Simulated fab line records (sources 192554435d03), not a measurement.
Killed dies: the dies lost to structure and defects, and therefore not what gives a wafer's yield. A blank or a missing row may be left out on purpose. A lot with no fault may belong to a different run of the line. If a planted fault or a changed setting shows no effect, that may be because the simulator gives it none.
Chamber matching || flow n5-finfet || N5_DUMMY_GATE_ETCH_31 on rie-diel-01 has 4 sister chambers
The step etches SiO2 in C4F6/O2, target depth 82.5 nm, time 27.5 s. 8 wafers are shown with their chamber, then 7 later ones without.

== WAFERS, EACH WITH ITS CHAMBER ==
{"wafer": "L079.6", "chamber": 3, "showerhead-plenum-p-Torr (Torr)": 2.96, "rf-vpp-V (V)": 661}
{"wafer": "L086.1", "chamber": 0, "showerhead-plenum-p-Torr (Torr)": 3.01, "rf-vpp-V (V)": 662}
{"wafer": "L086.3", "chamber": 1, "showerhead-plenum-p-Torr (Torr)": 2.98, "rf-vpp-V (V)": 686}
{"wafer": "L089.1", "chamber": 2, "showerhead-plenum-p-Torr (Torr)": 2.73, "rf-vpp-V (V)": 651}
{"wafer": "L089.4", "chamber": 0, "showerhead-plenum-p-Torr (Torr)": 3.01, "rf-vpp-V (V)": 663}
{"wafer": "L089.5", "chamber": 1, "showerhead-plenum-p-Torr (Torr)": 2.97, "rf-vpp-V (V)": 686}
{"wafer": "L093.1", "chamber": 3, "showerhead-plenum-p-Torr (Torr)": 2.94, "rf-vpp-V (V)": 660}
{"wafer": "L093.3", "chamber": 2, "showerhead-plenum-p-Torr (Torr)": 2.73, "rf-vpp-V (V)": 649}

== WAFERS MISSING THEIR CHAMBER ==
{"wafer": "L093.6", "showerhead-plenum-p-Torr (Torr)": 3.01, "rf-vpp-V (V)": 661}
{"wafer": "L094.2", "showerhead-plenum-p-Torr (Torr)": 2.73, "rf-vpp-V (V)": 649}
{"wafer": "L094.3", "showerhead-plenum-p-Torr (Torr)": 2.94, "rf-vpp-V (V)": 661}
{"wafer": "L094.5", "showerhead-plenum-p-Torr (Torr)": 2.97, "rf-vpp-V (V)": 688}
{"wafer": "L095.1", "showerhead-plenum-p-Torr (Torr)": 2.94, "rf-vpp-V (V)": 659}
{"wafer": "L095.3", "showerhead-plenum-p-Torr (Torr)": 3.01, "rf-vpp-V (V)": 661}
{"wafer": "L095.4", "showerhead-plenum-p-Torr (Torr)": 2.97, "rf-vpp-V (V)": 686}

== EACH ONE'S CHAMBER ==
{"wafer": "L093.6", "from the rows above": 0, "in truth": 0}
{"wafer": "L094.2", "from the rows above": 2, "in truth": 2}
{"wafer": "L094.3", "from the rows above": 3, "in truth": 3}
{"wafer": "L094.5", "from the rows above": 1, "in truth": 1}
{"wafer": "L095.1", "from the rows above": 3, "in truth": 3}
{"wafer": "L095.3", "from the rows above": 0, "in truth": 0}
{"wafer": "L095.4", "from the rows above": 1, "in truth": 1}
Correctly placed: 7 of 7. From these rows, 0 cannot be placed. Wrongly placed: 0.
How it was worked out, from the rows above alone: a wafer's distance from a chamber is the root of the sum, over the readings, of the square of ((its reading less the chamber's mean) divided by the reading's scatter). The wafer belongs to the nearest chamber; if the next one is less than 2 further off, it can't be placed. A chamber's mean is the mean of its shown wafers. The scatter is the square root of a quotient: the sum, over the shown wafers, of each reading's squared deviation from its chamber's mean, divided by wafers minus chambers.
